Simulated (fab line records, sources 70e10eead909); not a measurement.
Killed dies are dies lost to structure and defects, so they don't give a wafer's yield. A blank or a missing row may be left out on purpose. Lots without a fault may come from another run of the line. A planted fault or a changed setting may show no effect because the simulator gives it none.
Which tool did it? | flow nand_harc | 24 lots, 72 wafers sampled, at 5 steps of a route of 1302

WHAT THE GAUGES READ, wafer by wafer
NHARC_A_CHANNEL_FILL_D1_THK_MEAS_06: measures by ellipsometry.
lot  | measured     | on            | thk_nm (nm)
L074 | day 10 06:04 | film_metro-01 | 4.5 6.4 4.7
L075 | day 10 19:07 | film_metro-02 | 5.7 4.6 6.2
L076 | day 11 09:58 | film_metro-02 | 6.3 3.2 2.6
L077 | day 11 15:02 | film_metro-01 | 5.3 4.6 5.1
L078 | day 12 00:38 | film_metro-01 | 5.3 5.7 6.2
L079 | day 12 15:10 | film_metro-01 | 4.6 4.9 4.4
L081 | day 13 11:42 | film_metro-02 | 5.3 3.3 3.3
L080 | day 13 11:42 | film_metro-01 | 3.5 5.2 6.1
L082 | day 13 16:33 | film_metro-01 | 6.1 4.4 3.9
L083 | day 14 05:09 | film_metro-02 | 4.4 4.4 4.3
L084 | day 14 05:09 | film_metro-01 | 5.5 5.7 4.8
L086 | day 14 22:53 | film_metro-02 | 6.9 3.7 7.4
L085 | day 14 22:53 | film_metro-01 | 4.4 2.7 5.2
L087 | day 15 22:27 | film_metro-01 | 6.1 5.9 4.9
L088 | day 16 18:35 | film_metro-01 | 5.6 5.4 3.3
L089 | day 16 18:36 | film_metro-01 | 5.4 6.2 6.3
L090 | day 17 09:04 | film_metro-02 | 7.3 5.9 4.9
L091 | day 17 09:04 | film_metro-01 | 4.5 5.2 5.3
L092 | day 18 02:37 | film_metro-02 | 5.5 5.1 5.2
L093 | day 18 13:16 | film_metro-01 | 4.5 4.7 3.5
L094 | day 19 04:07 | film_metro-01 | 6.6 6.4 5.3
L095 | day 19 04:07 | film_metro-02 | 3.5 4.1 4.2
L096 | day 19 12:58 | film_metro-02 | 5.3 5.0 7.1
L097 | day 19 20:22 | film_metro-02 | 5.5 5.2 6.2

NHARC_A_DECK1_JOINT_THK_MEAS_17: measures by ellipsometry.
lot  | measured     | on            | thk_nm (nm)
L074 | day 12 07:53 | film_metro-02 | 44.3 44.0 44.1
L075 | day 12 20:13 | film_metro-02 | 43.2 43.2 46.0
L076 | day 13 07:20 | film_metro-01 | 46.7 45.1 45.1
L077 | day 13 07:20 | film_metro-02 | 45.1 44.9 45.0
L078 | day 13 23:03 | film_metro-01 | 46.5 45.7 47.2
L079 | day 14 17:40 | film_metro-01 | 47.6 45.6 44.6
L081 | day 15 09:51 | film_metro-01 | 46.1 45.1 45.3
L080 | day 15 09:46 | film_metro-02 | 44.1 44.6 45.9
L082 | day 15 23:35 | film_metro-02 | 45.3 43.2 46.6
L083 | day 16 02:34 | film_metro-01 | 47.7 45.5 44.4
L084 | day 16 02:33 | film_metro-01 | 45.5 47.1 45.9
L086 | day 17 01:36 | film_metro-01 | 45.9 44.7 46.8
L085 | day 17 01:32 | film_metro-01 | 45.2 46.6 46.9
L087 | day 18 00:08 | film_metro-02 | 45.0 43.2 44.3
L088 | day 18 16:10 | film_metro-01 | 42.7 44.0 44.3
L089 | day 18 16:10 | film_metro-02 | 44.7 46.1 44.6
L090 | day 19 15:06 | film_metro-02 | 43.7 45.4 46.0
L091 | day 19 15:05 | film_metro-01 | 43.0 43.7 42.3
L092 | day 20 03:58 | film_metro-02 | 43.5 42.2 46.4
L093 | day 20 19:38 | film_metro-02 | 42.9 44.6 45.6
L094 | day 21 02:49 | film_metro-02 | 45.6 46.2 44.5
L095 | day 21 02:53 | film_metro-01 | 46.1 45.5 45.7
L096 | day 21 16:20 | film_metro-01 | 43.6 44.8 45.4
L097 | day 22 08:05 | film_metro-01 | 42.5 43.8 43.9

NHARC_A_DECK1_JOINT_INSPECT_05.
lot  | measured     | on                | raw_defect_count
L074 | day 12 07:56 | defect_inspect-02 | 339 439 731
L075 | day 12 20:15 | defect_inspect-02 | 411 278 330
L076 | day 13 07:22 | defect_inspect-02 | 468 389 508
L077 | day 13 07:22 | defect_inspect-01 | 452 342 523
L078 | day 13 23:05 | defect_inspect-02 | 241 476 276
L079 | day 14 17:42 | defect_inspect-01 | 499 389 479
L081 | day 15 09:53 | defect_inspect-01 | 170 140 195
L080 | day 15 09:48 | defect_inspect-02 | 288 354 284
L082 | day 15 23:37 | defect_inspect-02 | 230 205 306
L083 | day 16 02:37 | defect_inspect-01 | 471 386 647
L084 | day 16 02:35 | defect_inspect-02 | 209 168 365
L086 | day 17 01:38 | defect_inspect-02 | 526 371 503
L085 | day 17 01:34 | defect_inspect-02 | 292 236 334
L087 | day 18 00:10 | defect_inspect-02 | 402 587 329
L088 | day 18 16:12 | defect_inspect-02 | 498 190 284
L089 | day 18 16:13 | defect_inspect-01 | 169 191 184
L090 | day 19 15:08 | defect_inspect-01 | 279 237 305
L091 | day 19 15:07 | defect_inspect-02 | 389 682 316
L092 | day 20 04:00 | defect_inspect-02 | 262 354 304
L093 | day 20 19:40 | defect_inspect-01 | 351 271 203
L094 | day 21 02:52 | defect_inspect-02 | 188 251 205
L095 | day 21 02:55 | defect_inspect-01 | 384 464 443
L096 | day 21 16:22 | defect_inspect-01 | 343 349 288
L097 | day 22 08:07 | defect_inspect-02 | 323 264 177

NHARC_A_ONON_D2_THK_MEAS_05: measures by ellipsometry.
lot  | measured     | on            | thk_nm (nm)
L074 | day 12 09:04 | film_metro-02 | 994 996 995
L075 | day 12 21:25 | film_metro-01 | 1004 1003 1006
L076 | day 13 08:31 | film_metro-01 | 994 994 995
L077 | day 13 08:31 | film_metro-02 | 986 984 985
L078 | day 14 00:14 | film_metro-01 | 995 996 997
L079 | day 14 18:50 | film_metro-01 | 992 989 991
L081 | day 15 11:04 | film_metro-02 | 980 978 978
L080 | day 15 10:56 | film_metro-01 | 1003 1002 1002
L082 | day 16 00:46 | film_metro-02 | 1008 1008 1009
L083 | day 16 03:52 | film_metro-02 | 992 994 993
L084 | day 16 03:44 | film_metro-02 | 1006 1005 1003
L086 | day 17 02:47 | film_metro-01 | 968 967 967
L085 | day 17 02:43 | film_metro-01 | 1009 1006 1007
L087 | day 18 01:19 | film_metro-02 | 1020 1019 1019
L088 | day 18 17:20 | film_metro-01 | 1005 1003 1006
L089 | day 18 17:38 | film_metro-02 | 990 988 988
L090 | day 19 16:17 | film_metro-01 | 1001 998 998
L091 | day 19 16:15 | film_metro-02 | 1007 1006 1006
L092 | day 20 05:08 | film_metro-01 | 994 994 992
L093 | day 20 20:49 | film_metro-02 | 997 997 996
L094 | day 21 04:00 | film_metro-01 | 1013 1014 1013
L095 | day 21 04:04 | film_metro-02 | 1000 998 1001
L096 | day 21 17:31 | film_metro-01 | 997 997 997
L097 | day 22 09:14 | film_metro-01 | 1003 1003 1004

WHICH TOOL RAN EACH LOT (tool, then ch and the chambers of the sampled wafers, then the start)
lot  | NHARC_A_DECK1_JOINT_CMP_02
L074 | cmp-04 ch 0,1,2, day 12 07:17
L075 | cmp-02 ch 0,3, day 12 19:33
L076 | cmp-04 ch 0,1, day 13 06:40
L077 | cmp-01 ch 0,2,3, day 13 06:43
L078 | cmp-01 ch 0,1, day 13 22:22
L079 | cmp-02 ch 2,3, day 14 17:01
L081 | cmp-04 ch 0,1,3, day 15 09:07
L080 | cmp-02 ch 0,1,3, day 15 09:07
L082 | cmp-01 ch 0,2,3, day 15 22:55
L083 | cmp-02 ch 1,2,3, day 16 01:54
L084 | cmp-01 ch 1,2,3, day 16 01:55
L086 | cmp-04 ch 2,3, day 17 00:58
L085 | cmp-02 ch 0,2, day 17 00:52
L087 | cmp-02 ch 0,2,3, day 17 23:29
L088 | cmp-04 ch 1,3, day 18 15:30
L089 | cmp-02 ch 1,2, day 18 15:31
L090 | cmp-04 ch 1,2,3, day 19 14:27
L091 | cmp-01 ch 1,3, day 19 14:24
L092 | cmp-02 ch 0,1,3, day 20 03:16
L093 | cmp-04 ch 1,2,3, day 20 18:59
L094 | cmp-02 ch 0,1,2, day 21 02:11
L095 | cmp-04 ch 0,1, day 21 02:08
L096 | cmp-01 ch 1,2,3, day 21 15:41
L097 | cmp-04 ch 0,3, day 22 07:26
- NHARC_A_DECK1_JOINT_CMP_02: polishes SiOx.

WHAT THE TOOLS THEMSELVES READ (means of the sampled wafers that have a number; where no wafer has one, the mark that the record gives instead)
NHARC_A_DECK1_JOINT_CMP_02.
lot  | tool   | motor_current_A (A)
L074 | cmp-04 | 12.2
L075 | cmp-02 | 13.5
L076 | cmp-04 | 12.6
L077 | cmp-01 | 12.5
L078 | cmp-01 | 13.2
L079 | cmp-02 | 12.0
L081 | cmp-04 | 11.8
L080 | cmp-02 | 12.6
L082 | cmp-01 | 13.0
L083 | cmp-02 | 11.6
L084 | cmp-01 | 13.3
L086 | cmp-04 | 12.1
L085 | cmp-02 | 12.0
L087 | cmp-02 | 12.4
L088 | cmp-04 | 11.0
L089 | cmp-02 | 11.6
L090 | cmp-04 | 11.6
L091 | cmp-01 | 13.9
L092 | cmp-02 | 12.3
L093 | cmp-04 | 11.7
L094 | cmp-02 | 12.3
L095 | cmp-04 | 12.7
L096 | cmp-01 | 12.9
L097 | cmp-04 | 11.1

THE ANSWER, worked out from the rows above alone
Rule: what is usual is taken from the lots themselves. Put in order of their means at a reading, lots are off if they are a third of the lots or fewer, leave a main group of 4 or more, and stand apart from it by a gap of 3 or more times the standard deviation of the main group's means; of several such gaps the widest counts. A main group whose means are all the same, to the digits that the tables above print for the reading, isn't used. A lot without any number at a reading at which 4 lots or more have one is off too. The other lots that the step has rows for count as sound. The gauges are gone through in route order, then the tools' own readings, and for those a lot's mean is taken as printed above. The first step at which some lot is off is used, and at that step the reading that is off furthest; a lot without a number counts as furthest.
No lot is off at any reading shown: from this, nothing can be told.

WHAT THE SIMULATOR HAD PUT IN
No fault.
